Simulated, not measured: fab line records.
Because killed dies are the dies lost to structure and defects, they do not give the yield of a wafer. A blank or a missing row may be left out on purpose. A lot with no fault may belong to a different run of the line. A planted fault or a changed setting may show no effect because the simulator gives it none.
fab line records ; flow n5-finfet
record lots=7; wafers=21
route steps=1938 shown GATE_CUT@478 MOL_CONTACT_COAG@531 BEOL_M0_SAQP@635
start-h: hours from the record's opening day to when the first of the lot's shown wafers began ; wait-h: hours since the lot's step before ; " the same as in the row above ; L1.1+2: one row covering several wafers at once ; - no value, or no start given ; * or withheld: withheld ; < > ~ a bound
route shown NAME@n: NAME is a module with steps in the file, n the number in the route of the first one ; usual: average and standard deviation across the fault-free wafers ; same: alike in all rows ; chamber/n: place in a boat ; sites: the reading at each site ; _std_site: standard deviation of those values ; _edge_site: the outer-site mean with the inner-site mean subtracted ; radius-mm: for every site, how far away it sits from the centre of the wafer ; mask NAME#n: copy n ; behind: the most recent tool/chamber to have shaped the wafer ; hold: reason for holding the lot/hours on hold/outcome of the hold ; device: whichever transistor did not switch (one of n, p or np) ; end of line: the same wafers' tests at the end of the route ; a step with no rows: only its recipe ; killed: the dies lost at the first sort to structure and to defects; this is not the yield of the wafer ; map: a wafer's dies, marking killed ones x, the rest . and places with no die _
set.NAME: the setting that was run; set.NAME@STEP: the one run at that earlier step ; model.NAME: the simulator's own value behind a step, which no gauge read
lots run with intentionally changed settings; tables by step, rows by wafer
## steps
# step N5_GATE_CUT_COAT_34
# recipe resist=SOC; temp-c=250; time-s=60; spin-rpm=1500; resist-thk-nm=60
lot.wafer;tool;chamber;start-h;wait-h;set.spin-rpm;model.SOC_of_GATE_CUT_COAT_34.thk-nm
L077.2+4+6;litho-track-01;0;106.18;0.0;1500;60
L078.1;litho-track-02;0;109.75;0.0;1598;58.2
L078.5;litho-track-02;0;109.75;0.0;1500;60.2
L078.6;litho-track-02;0;109.75;0.0;1598;58.4
L079.4+5+6;litho-track-01;0;112.55;0.0;1500;60
L082.1;litho-track-01;0;131.62;0.0;1343;63.2
L082.4;litho-track-01;0;131.62;0.0;1500;59.8
L082.6;litho-track-01;0;131.62;0.0;1500;60.2
L084.3+4;litho-track-02;0;141.33;0.0;1500;60
L084.5;litho-track-02;0;141.33;0.0;1500;59.8
L086.2;litho-track-02;0;160.60;0.0;1500;60
L086.3;litho-track-02;0;160.60;0.0;1593;58
L086.4;litho-track-02;0;160.60;0.0;1500;60.2
L089.1;litho-track-02;0;171.70;0.1;1413;61.6
L089.3;litho-track-02;0;171.70;0.1;1500;60
L089.5;litho-track-02;0;171.70;0.1;1500;59.8
# step N5_GATE_CUT_COAT_35
# recipe resist=SiARC; temp-c=220; time-s=60; spin-rpm=1500; resist-thk-nm=10
# step N5_GATE_CUT_COAT_27
# recipe resist=underlayer; temp-c=205; time-s=60; spin-rpm=1500; resist-thk-nm=10
# step N5_GATE_CUT_ETCH_28
# recipe chemistry=N2/H2; target=underlayer; target-depth-a=130; mask-material=CAR-EUV; time-s=10.4; ion-energy-ev=200; pressure-mtorr=30; source-w=840; bias-w=150; n2-flow-sccm=200; h2-flow-sccm=200; ends=cleared
# step N5_GATE_CUT_ETCH_36
# recipe chemistry=CF4; target=SiARC; target-depth-a=130; mask-material=CAR-EUV; time-s=21.7; ion-energy-ev=80; pressure-mtorr=40; source-w=545; bias-w=36; Ar_flow_sccm=100; cf4-flow-sccm=100; ends=cleared
# step N5_GATE_CUT_ETCH_37
# recipe chemistry=N2/H2; target=SOC; target-depth-a=600; overetch-a=120; mask-material=SiARC; temp-c=40; time-s=90; ion-energy-ev=200; pressure-mtorr=30; source-w=840; bias-w=150; n2-flow-sccm=200; h2-flow-sccm=200
lot.wafer;tool;chamber;start-h;wait-h;set.spin-rpm@GATE_CUT_COAT_34;model.etch.depth-nm
L077.2;rie-diel-05;2;106.82;0.0;1500;60.05
L077.4;rie-diel-05;1;106.82;0.0;1500;59.94
L077.6;rie-diel-05;3;106.82;0.0;1500;59.96
L078.1;rie-diel-05;0;110.38;0.0;1598;58.21
L078.5;rie-diel-05;2;110.38;0.0;1500;60.18
L078.6;rie-diel-05;1;110.38;0.0;1598;58.37
L079.4;rie-diel-06;3;113.02;0.0;1500;60.07
L079.5;rie-diel-06;1;113.02;0.0;1500;59.96
L079.6;rie-diel-06;0;113.02;0.0;1500;59.99
L082.1;rie-diel-06;3;132.22;0.0;1343;63.24
L082.4;rie-diel-06;2;132.22;0.0;1500;59.89
L082.6;rie-diel-06;3;132.22;0.0;1500;60.12
L084.3;rie-diel-05;1;141.80;0.0;1500;59.93
L084.4;rie-diel-05;2;141.80;0.0;1500;60.05
L084.5;rie-diel-05;1;141.80;0.0;1500;59.82
L086.2;rie-diel-01;2;161.20;0.0;1500;60.08
L086.3;rie-diel-01;3;161.20;0.0;1593;58.05
L086.4;rie-diel-01;0;161.20;0.0;1500;60.11
L089.1;rie-diel-06;2;172.30;0.0;1413;61.62
L089.3;rie-diel-06;1;172.30;0.0;1500;59.91
L089.5;rie-diel-06;1;172.30;0.0;1500;59.89
# step N5_MOL_CONTACT_COAG_ETCH_105
# recipe chemistry=CF4; target=SiARC; target-depth-a=156; mask-material=CAR-EUV; time-s=26; ion-energy-ev=80; pressure-mtorr=40; source-w=545; bias-w=36; Ar_flow_sccm=100; cf4-flow-sccm=100; ends=cleared
# usual rf-vpp-V=184.0/1.1
lot.wafer;tool;chamber;start-h;wait-h;set.bias-w;rf-vpp-V
L077.2;rie-diel-03;0;110.70;0.0;36;184.4
L077.4;rie-diel-03;3;110.70;0.0;36;183.0
L077.6;rie-diel-03;1;110.70;0.0;36;184.4
L078.1;rie-diel-03;2;115.39;0.0;36;184.9
L078.5;rie-diel-03;2;115.39;0.0;36;185.9
L078.6;rie-diel-03;3;115.39;0.0;36;183.8
L079.4;rie-diel-02;2;116.82;0.0;36;185.7
L079.5;rie-diel-02;1;116.82;0.0;36;184.9
L079.6;rie-diel-02;0;116.82;0.0;36;183.3
L082.1;rie-diel-04;3;135.98;0.0;39.33;195.0
L082.4;rie-diel-04;0;135.98;0.0;39.33;192.4
L082.6;rie-diel-04;3;135.98;0.0;36;185.9
L084.3;rie-diel-02;2;145.57;0.0;29.98;163.3
L084.4;rie-diel-02;2;145.57;0.0;36;186.0
L084.5;rie-diel-02;0;145.57;0.0;36;182.4
L086.2;rie-diel-04;2;164.97;0.0;36;183.8
L086.3;rie-diel-04;3;164.97;0.0;36;185.1
L086.4;rie-diel-04;0;164.97;0.0;41.28;203.7
L089.1;rie-diel-03;3;176.06;0.0;36;182.8
L089.3;rie-diel-03;2;176.06;0.0;30.94;168.5
L089.5;rie-diel-03;1;176.06;0.0;36;184.2
# step N5_MOL_CONTACT_COAG_CONTACT_ETCH_14
# recipe chemistry=C4F6/O2; target=SiO2; target-depth-a=275; overetch-a=85; mask-material=SOC; pressure-mtorr=30; source-w=370; bias-w=185; Ar_flow_sccm=300; C4F6_flow_sccm=16; O2_flow_sccm=10; time-s=20; ion-energy-ev=259.6
# usual rf-vpp-V=692.6/3
lot.wafer;tool;chamber;start-h;wait-h;set.source-w;rf-vpp-V
L077.2;rie-diel-03;0;110.83;0.0;370;689.6
L077.4;rie-diel-03;3;110.83;0.0;370;688.9
L077.6;rie-diel-03;1;110.83;0.0;370;690.7
L078.1;rie-diel-03;2;115.51;0.0;422.9;659.3
L078.5;rie-diel-03;2;115.51;0.0;370;694.1
L078.6;rie-diel-03;3;115.51;0.0;422.9;665.0
L079.4;rie-diel-02;2;116.95;0.0;370;696.5
L079.5;rie-diel-02;1;116.95;0.0;370;691.5
L079.6;rie-diel-02;0;116.95;0.0;370;691.1
L082.1;rie-diel-04;3;136.11;0.0;389.2;686.4
L082.4;rie-diel-04;0;136.11;0.0;370;687.2
L082.6;rie-diel-04;3;136.11;0.0;389.2;685.6
L084.3;rie-diel-02;2;145.70;0.0;428.3;672.2
L084.4;rie-diel-02;2;145.70;0.0;428.3;670.1
L084.5;rie-diel-02;0;145.70;0.0;370;690.0
L086.2;rie-diel-04;2;165.10;0.0;370;692.5
L086.3;rie-diel-04;3;165.10;0.0;331;721.5
L086.4;rie-diel-04;0;165.10;0.0;331;721.8
L089.1;rie-diel-03;3;176.19;0.0;392.3;679.2
L089.3;rie-diel-03;2;176.19;0.0;392.3;671.4
L089.5;rie-diel-03;1;176.19;0.0;370;692.5
# step N5_MOL_CONTACT_COAG_ALD_27
# recipe material=SiOC; target-thk-a=170; temp-c=400; ald-precursor-family=carbosiloxane; ald-co-reactant=H2-plasma; pulse-time-s=1.5; time-s=2720; purge-time-s=2; co-reactant-purge-time-s=2; ald-cycles=340; pressure-torr=2
lot.wafer;tool;chamber;start-h;wait-h;set.ald-cycles;model.SiOC_of_MOL_CONTACT_COAG_ALD_27.thk-nm
L077.2+4+6;ald-sin-04;1,2,3;117.95;0.5;340;17
L078.1;ald-sin-04;3;123.46;0.2;340;17.2
L078.5+6;ald-sin-04;3,0;123.46;0.2;340;17
L079.4+6;ald-sin-03;0,1;126.29;0.0;340;17
L079.5;ald-sin-03;2;126.29;0.0;340;17.2
L082.1+4;ald-sin-03;1,0;144.15;0.0;340;17.2
L082.6;ald-sin-03;3;144.15;0.0;340;17
L084.3+5;ald-sin-03;1,2;151.52;0.0;366;18.4
L084.4;ald-sin-03;0;151.52;0.0;340;17
L086.2;ald-sin-01;1;171.88;0.0;340;16.8
L086.3+4;ald-sin-01;2,0;171.88;0.0;373;18.6
L089.1+3+5;ald-sin-01;3,0,3;183.61;0.0;292;14.6
# step N5_MOL_CONTACT_COAG_ALD_123
# recipe material=SiNx; target-thk-a=50; temp-c=400; ald-precursor-family=SiH2I2; ald-co-reactant=N2/H2-plasma; pulse-time-s=1; purge-time-s=2; co-reactant-purge-time-s=2; ald-cycles=100; pressure-torr=2
lot.wafer;tool;chamber;start-h;wait-h;set.ald-cycles;model.SiNx_of_MOL_CONTACT_COAG_ALD_123.thk-nm
L077.2+6;ald-sin-04;2,1;119.85;0.0;100;5
L077.4;ald-sin-04;1;119.85;0.0;84;4.2
L078.1+5+6;ald-sin-04;1,3,1;125.36;0.0;100;5
L079.4+5+6;ald-sin-03;2,2,1;128.19;0.0;100;5
L082.1+6;ald-sin-03;1,3;146.45;0.4;105;5.2
L082.4;ald-sin-03;0;146.45;0.4;100;5
L084.3;ald-sin-04;2;153.42;0.0;104;5.2
L084.4+5;ald-sin-04;0,1;153.42;0.0;100;5
L086.2+3+4;ald-sin-01;3,2,0;173.78;0.0;100;5
L089.1+5;ald-sin-01;2,3;186.05;0.6;88;4.4
L089.3;ald-sin-01;1;186.05;0.6;100;5
# step N5_MOL_CONTACT_COAG_PECVD_31
# recipe material=SiO2; target-thk-a=460; temp-c=400; precursor=TEOS/O2; pressure-torr=6.5; rf-w=withheld; teos-flow-sccm=withheld; gas=O2; flow-sccm=2650; time-s=8.9
# step N5_MOL_CONTACT_COAG_COAT_75
# recipe resist=SOC; temp-c=250; time-s=60; spin-rpm=1500; resist-thk-nm=60
# step N5_MOL_CONTACT_COAG_STRIP_120
# recipe chemistry=CHF3; resist=SiARC; rf-frequency-hz=6e+07
# step N5_MOL_CONTACT_COAG_VIA_ETCH_117
# recipe chemistry=C4F6/O2; target-depth-a=400; overetch-a=80; mask-material=SOC; target=SiO2; bias-w=455; pressure-mtorr=10; time-s=26; source-w=325; Ar_flow_sccm=300; C4F6_flow_sccm=10; O2_flow_sccm=10; ion-energy-ev=575.3; ends=end-point
# step N5_MOL_CONTACT_COAG_ETCH_124
# recipe chemistry=CH3F/O2; target=SiNx; target-depth-a=65; mask-material=SOC; stop-on=SiOC; over-etch-frac=0.3; ion-energy-ev=120; pressure-mtorr=30; source-w=395; bias-w=73; Ar_flow_sccm=150; CH3F_flow_sccm=30; O2_flow_sccm=20; ends=end-point
lot.wafer;tool;chamber;start-h;wait-h;set.ald-cycles@MOL_CONTACT_COAG_ALD_123;model.etch.depth-nm
L077.2;rie-diel-04;3;122.70;0.0;100;5.006
L077.4;rie-diel-04;2;122.70;0.0;84;4.206
L077.6;rie-diel-04;0;122.70;0.0;100;5.018
L078.1;rie-diel-04;2;128.65;0.0;100;5.005
L078.5;rie-diel-04;1;128.65;0.0;100;5.013
L078.6;rie-diel-04;0;128.65;0.0;100;5.019
L079.4;rie-diel-04;1;131.50;0.0;100;4.981
L079.5;rie-diel-04;2;131.50;0.0;100;4.996
L079.6;rie-diel-04;1;131.50;0.0;100;5.027
L082.1;rie-diel-04;3;150.19;0.0;105;5.265
L082.4;rie-diel-04;1;150.19;0.0;100;4.96
L082.6;rie-diel-04;2;150.19;0.0;105;5.241
L084.3;rie-diel-02;1;156.58;0.0;104;5.194
L084.4;rie-diel-02;0;156.58;0.0;100;5.007
L084.5;rie-diel-02;3;156.58;0.0;100;5.013
L086.2;rie-diel-02;3;177.02;0.0;100;5.042
L086.3;rie-diel-02;1;177.02;0.0;100;5.021
L086.4;rie-diel-02;2;177.02;0.0;100;5
L089.1;rie-diel-02;1;190.48;0.0;88;4.405
L089.3;rie-diel-02;3;190.48;0.0;100;5.016
L089.5;rie-diel-02;1;190.48;0.0;88;4.398
# step N5_BEOL_M0_SAQP_PECVD_03
# recipe material=SiCN; target-thk-a=120; temp-c=withheld; precursor=3MS/NH3; pressure-torr=3; rf-w=202; time-s=21.1
lot.wafer;tool;chamber;start-h;wait-h;set.time-s;model.SiCN_of_BEOL_M0_SAQP_PECVD_03.thk-nm
L077.2+6;pecvd-02;0,2;128.49;0.1;21.1;11.8
L077.4;pecvd-02;0;128.49;0.1;21.1;12
L078.1+5;pecvd-01;0,2;134.51;0.1;21.1;12
L078.6;pecvd-01;0;134.51;0.1;21.1;12.2
L079.4;pecvd-03;2;138.23;0.1;21.1;11.8
L079.5+6;pecvd-03;0,1;138.23;0.1;21.1;12
L082.1;pecvd-01;2;154.99;0.1;22.3;12.4
L082.4;pecvd-01;2;154.99;0.1;21.1;11.8
L082.6;pecvd-01;2;154.99;0.1;21.1;11.6
L084.3+4;pecvd-01;2,0;161.59;0.1;21.1;11.8
L084.5;pecvd-01;0;161.59;0.1;21.1;12
L086.2+3;pecvd-02;0,1;182.56;0.1;19.2;11.2
L086.4;pecvd-02;0;182.56;0.1;21.1;12.4
L089.1;pecvd-02;2;198.29;0.1;21.1;11.8
L089.3;pecvd-02;0;198.29;0.1;18.45;10.6
L089.5;pecvd-02;0;198.29;0.1;21.1;12
# step N5_BEOL_M0_SAQP_COAT_08
# recipe resist=CAR-ArF; spin-rpm=1500; resist-thk-nm=90
lot.wafer;tool;chamber;start-h;wait-h;set.spin-rpm;model.CAR-ArF_of_BEOL_M0_SAQP_COAT_08.thk-nm
L077.2;litho-track-01;0;-;-;1394;94.2
L077.4+6;litho-track-01;0;-;-;1500;90.8
L078.1+5;litho-track-01;0;-;-;1500;90
L078.6;litho-track-01;0;-;-;1500;90.2
L079.4;litho-track-02;0;-;-;1500;90
L079.5+6;litho-track-02;0;-;-;1500;90.2
L082.1;litho-track-02;0;-;-;1500;90.4
L082.4;litho-track-02;0;-;-;1500;90.2
L082.6;litho-track-02;0;-;-;1500;90
L084.3+5;litho-track-05;0;-;-;1500;90.4
L084.4;litho-track-05;0;-;-;1500;90
L086.2;litho-track-02;0;-;-;1500;90.2
L086.3+4;litho-track-02;0;-;-;1438;91.8
L089.1;litho-track-01;0;-;-;1500;89.8
L089.3;litho-track-01;0;-;-;1447;91.6
L089.5;litho-track-01;0;-;-;1447;91.8
# step N5_BEOL_M0_SAQP_ETCH_88
# recipe chemistry=N2/H2; target=underlayer; target-depth-a=65; time-s=5.2; ion-energy-ev=200; mask-material=CAR-EUV; pressure-mtorr=30; source-w=840; bias-w=150; n2-flow-sccm=200; h2-flow-sccm=200; ends=cleared
# usual etch-rf-on-time-s=5.26/0.12; rf-vpp-V=523.3/2.3
lot.wafer;tool;chamber;start-h;wait-h;set.source-w;etch-rf-on-time-s;rf-vpp-V
L077.2;rie-diel-06;3;133.30;0.0;840;5.27;522.2
L077.4;rie-diel-06;2;133.30;0.0;719.6;6.14;553.2
L077.6;rie-diel-06;1;133.30;0.0;840;5.36;523.6
L078.1;rie-diel-05;3;139.24;0.0;840;5.23;523.4
L078.5;rie-diel-05;0;139.24;0.0;840;5.02;521.1
L078.6;rie-diel-05;1;139.24;0.0;761.5;5.84;542.2
L079.4;rie-diel-05;3;144.04;0.0;840;5.27;524.3
L079.5;rie-diel-05;0;144.04;0.0;840;5.02;521.4
L079.6;rie-diel-05;3;144.04;0.0;840;5.25;524.2
L082.1;rie-diel-01;3;159.65;0.0;708.7;6.22;553.7
L082.4;rie-diel-01;2;159.65;0.0;840;5.26;521.6
L082.6;rie-diel-01;0;159.65;0.0;708.7;6.14;555.0
L084.3;rie-diel-06;0;166.96;0.0;907.8;4.91;512.3
L084.4;rie-diel-06;1;166.96;0.0;840;5.34;525.7
L084.5;rie-diel-06;2;166.96;0.0;840;5.38;525.7
L086.2;rie-diel-05;2;188.10;0.0;879.8;5.03;517.0
L086.3;rie-diel-05;0;188.10;0.0;879.8;4.81;512.8
L086.4;rie-diel-05;3;188.10;0.0;879.8;5.03;514.1
L089.1;rie-diel-06;3;202.85;0.0;840;5.26;519.1
L089.3;rie-diel-06;1;202.85;0.0;840;5.38;522.9
L089.5;rie-diel-06;3;202.85;0.0;840;5.25;521.8
## key
split step=N5_GATE_CUT_COAT_34; setting=spin-rpm; stated=1500; by=wafer
response step=N5_GATE_CUT_COAT_34; reading=model.SOC_of_GATE_CUT_COAT_34.thk-nm; change=-0.307; per=1%; r=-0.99
response step=N5_GATE_CUT_ETCH_37; reading=model.etch.depth-nm; change=-0.307; per=1%; r=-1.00
split step=N5_MOL_CONTACT_COAG_ETCH_105; setting=bias-w; stated=36; by=wafer
response step=N5_MOL_CONTACT_COAG_ETCH_105; reading=rf-vpp-V; change=+1.18; per=1%; r=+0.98
split step=N5_MOL_CONTACT_COAG_CONTACT_ETCH_14; setting=source-w; stated=370; by=wafer
response step=N5_MOL_CONTACT_COAG_CONTACT_ETCH_14; reading=rf-vpp-V; change=-1.87; per=1%; r=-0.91
split step=N5_MOL_CONTACT_COAG_ALD_27; setting=ald-cycles; stated=340; by=wafer
response step=N5_MOL_CONTACT_COAG_ALD_27; reading=model.SiOC_of_MOL_CONTACT_COAG_ALD_27.thk-nm; change=+0.185; per=1%; r=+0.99
split step=N5_MOL_CONTACT_COAG_ALD_123; setting=ald-cycles; stated=100; by=wafer
response step=N5_MOL_CONTACT_COAG_ALD_123; reading=model.SiNx_of_MOL_CONTACT_COAG_ALD_123.thk-nm; change=+0.0494; per=1%; r=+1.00
response step=N5_MOL_CONTACT_COAG_ETCH_124; reading=model.etch.depth-nm; change=+0.0509; per=1%; r=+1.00
split step=N5_BEOL_M0_SAQP_PECVD_03; setting=time-s; stated=21.1; by=wafer
response step=N5_BEOL_M0_SAQP_PECVD_03; reading=model.SiCN_of_BEOL_M0_SAQP_PECVD_03.thk-nm; change=+0.115; per=1%; r=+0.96
split step=N5_BEOL_M0_SAQP_COAT_08; setting=spin-rpm; stated=1500; by=wafer
response step=N5_BEOL_M0_SAQP_COAT_08; reading=model.CAR-ArF_of_BEOL_M0_SAQP_COAT_08.thk-nm; change=-0.47; per=1%; r=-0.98
split step=N5_BEOL_M0_SAQP_ETCH_88; setting=source-w; stated=840; by=wafer
response step=N5_BEOL_M0_SAQP_ETCH_88; reading=etch-rf-on-time-s; change=*; per=1%; r=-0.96
response step=N5_BEOL_M0_SAQP_ETCH_88; reading=rf-vpp-V; change=-2.06; per=1%; r=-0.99
